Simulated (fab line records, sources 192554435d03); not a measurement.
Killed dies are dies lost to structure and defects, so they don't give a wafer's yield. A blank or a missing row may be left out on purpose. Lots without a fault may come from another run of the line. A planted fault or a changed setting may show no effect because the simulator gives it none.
Chamber matching | flow n5_finfet | N5_BEOL_M4_ETCH_70 on rie_diel-06: 4 sister chambers
The step etches SOC in N2/H2, target depth 80 nm, overetch 24 nm, time 130 s. 4 wafers are shown with their chamber, then 7 later ones without.

WAFERS WITH THEIR CHAMBER
wafer  | chamber | drypump_motor_current_A (A)
L091.5 | 0       | 5.0
L091.6 | 3       | 6.6
L090.2 | 2       | 6.5
L090.4 | 1       | 5.1

WAFERS WITHOUT THEIR CHAMBER
wafer  | drypump_motor_current_A (A)
L090.5 | 6.7
L095.1 | 5.1
L095.3 | 5.0
L095.4 | 5.1
L097.2 | 5.1
L097.3 | 5.0
L097.5 | 6.5

WHICH CHAMBER EACH WENT THROUGH
wafer  | from the rows above | in truth
L090.5 | 3                   | 3
L095.1 | 1                   | 1
L095.3 | 0                   | 0
L095.4 | 1                   | 1
L097.2 | 1                   | 1
L097.3 | 0                   | 0
L097.5 | 2                   | 2
Placed correctly: 7 of 7. Can't be placed from these rows: 0. Placed wrongly: 0.
How it was worked out, from the rows above alone: a wafer's distance from a chamber is the root of the sum, over the readings, of the square of ((its reading less the chamber's mean) divided by the reading's scatter). The wafer belongs to the nearest chamber; if the next one is less than 2 further off, it can't be placed. A chamber's mean is the mean of its shown wafers. The scatter: with one shown wafer a chamber, the root of the mean of the squares of how far each hidden wafer lies from its nearest shown one.
